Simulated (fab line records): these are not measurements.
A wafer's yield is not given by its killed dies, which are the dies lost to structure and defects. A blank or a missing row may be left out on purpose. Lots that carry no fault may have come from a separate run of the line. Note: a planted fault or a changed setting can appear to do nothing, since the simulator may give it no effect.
Which tool is to blame? / flow n5-finfet / 30 wafers from 10 lots sampled at 4 of the route's 1938 steps

WHAT EACH GAUGE READ, for each wafer
N5_BEOL_M4_OCD_MEAS_38.
lot=L991; measured=day 7 13:37; on=ocd-01; trench-depth-nm (nm)=57.5 55.8 56.2
lot=L992; measured=day 8 08:11; on=ocd-01; trench-depth-nm (nm)=55.6 57.0 56.2
lot=L997; measured=day 9 07:01; on=ocd-02; trench-depth-nm (nm)=- - -
lot=L998; measured=day 9 18:19; on=ocd-02; trench-depth-nm (nm)=- - -
lot=L107; measured=day 11 21:30; on=ocd-02; trench-depth-nm (nm)=55.1 56.1 55.6
lot=L110; measured=day 12 06:46; on=ocd-01; trench-depth-nm (nm)=55.6 55.7 55.7
lot=L109; measured=day 12 15:14; on=ocd-01; trench-depth-nm (nm)=54.7 55.3 55.7
lot=L111; measured=day 13 03:56; on=ocd-01; trench-depth-nm (nm)=55.7 55.0 55.0
lot=L112; measured=day 13 08:53; on=ocd-02; trench-depth-nm (nm)=55.2 57.9 55.6
lot=L113; measured=day 13 15:44; on=ocd-02; trench-depth-nm (nm)=55.9 54.9 55.5

WHAT TOOL EACH LOT RAN ON (gives the tool, then ch and the chambers of the sampled wafers, and finally the start)
lot=L991; N5_BEOL_M3_ANNEAL_51=rtp-anneal-01 ch 0, day 7 06:54; N5_BEOL_M3_PRE_CLEAN_60=cvd-co-02 ch 0,1, day 7 07:29; N5_BEOL_M4_ILD_DEP_00=pecvd-03 ch 0,1,2, day 7 07:47
lot=L992; N5_BEOL_M3_ANNEAL_51=rtp-anneal-01 ch 0, day 7 18:43; N5_BEOL_M3_PRE_CLEAN_60=cvd-co-02 ch 0,2, day 7 19:22; N5_BEOL_M4_ILD_DEP_00=pecvd-02 ch 0,1,2, day 7 19:39
lot=L997; N5_BEOL_M3_ANNEAL_51=rtp-anneal-01 ch 0, day 8 19:58; N5_BEOL_M3_PRE_CLEAN_60=cvd-co-01 ch 0,1,2, day 8 20:31; N5_BEOL_M4_ILD_DEP_00=pecvd-04 ch 0,2, day 8 20:48
lot=L998; N5_BEOL_M3_ANNEAL_51=rtp-anneal-01 ch 0, day 9 08:56; N5_BEOL_M3_PRE_CLEAN_60=cvd-co-02 ch 0,1, day 9 09:28; N5_BEOL_M4_ILD_DEP_00=pecvd-04 ch 0,1,2, day 9 09:46
lot=L107; N5_BEOL_M3_ANNEAL_51=rtp-anneal-02 ch 0, day 11 05:11; N5_BEOL_M3_PRE_CLEAN_60=cvd-co-02 ch 0,1,2, day 11 05:46; N5_BEOL_M4_ILD_DEP_00=pecvd-02 ch 0,2, day 11 06:04
lot=L110; N5_BEOL_M3_ANNEAL_51=rtp-anneal-01 ch 0, day 11 21:49; N5_BEOL_M3_PRE_CLEAN_60=cvd-co-02 ch 0,1, day 11 22:32; N5_BEOL_M4_ILD_DEP_00=pecvd-04 ch 0,1, day 11 22:49
lot=L109; N5_BEOL_M3_ANNEAL_51=rtp-anneal-02 ch 0, day 12 00:25; N5_BEOL_M3_PRE_CLEAN_60=cvd-co-01 ch 1,2, day 12 00:59; N5_BEOL_M4_ILD_DEP_00=pecvd-03 ch 1,2, day 12 01:17
lot=L111; N5_BEOL_M3_ANNEAL_51=rtp-anneal-02 ch 0, day 12 18:56; N5_BEOL_M3_PRE_CLEAN_60=cvd-co-01 ch 0,1,2, day 12 19:35; N5_BEOL_M4_ILD_DEP_00=pecvd-03 ch 0,1,2, day 12 19:52
lot=L112; N5_BEOL_M3_ANNEAL_51=rtp-anneal-02 ch 0, day 13 00:53; N5_BEOL_M3_PRE_CLEAN_60=cvd-co-02 ch 1,2, day 13 01:29; N5_BEOL_M4_ILD_DEP_00=pecvd-03 ch 1,2, day 13 01:46
lot=L113; N5_BEOL_M3_ANNEAL_51=rtp-anneal-01 ch 0, day 13 03:11; N5_BEOL_M3_PRE_CLEAN_60=cvd-co-02 ch 0,2, day 13 03:49; N5_BEOL_M4_ILD_DEP_00=pecvd-04 ch 1,2, day 13 04:06
- N5_BEOL_M3_ANNEAL_51: time 90 s.
- N5_BEOL_M3_PRE_CLEAN_60: time 15 s.
- N5_BEOL_M4_ILD_DEP_00: deposits SiOC from DEMS/O2, target thk 79 nm, time 15.3 s.

THE ANSWER, worked out from the rows above alone
Rule: what is usual is taken from the lots themselves. Put in order of their means at a reading, lots are off if they are a third of the lots or fewer, leave a main group of 4 or more, and stand apart from it by a gap of 3 or more times the standard deviation of the main group's means; of several such gaps the widest counts. The tables above print the reading to a certain number of digits; a main group whose means all agree to those digits is not used. A lot without any number at a reading at which 4 lots or more have one is off too. The other lots that the step has rows for count as sound.
Off, at N5_BEOL_M4_OCD_MEAS_38 on trench-depth-nm: L997, L998. Without a number there: L997, L998. Mean 55.8 nm and standard deviation 0.46 in the main group.
If a tool, at a process step before that reading, ran all the lots that are off and no sound lot after the first of them, it fits. The gauges at N5_BEOL_M4_OCD_MEAS_38 are tried like those tools. None of those tried fits.

WHAT THE SIMULATOR HAD INSERTED
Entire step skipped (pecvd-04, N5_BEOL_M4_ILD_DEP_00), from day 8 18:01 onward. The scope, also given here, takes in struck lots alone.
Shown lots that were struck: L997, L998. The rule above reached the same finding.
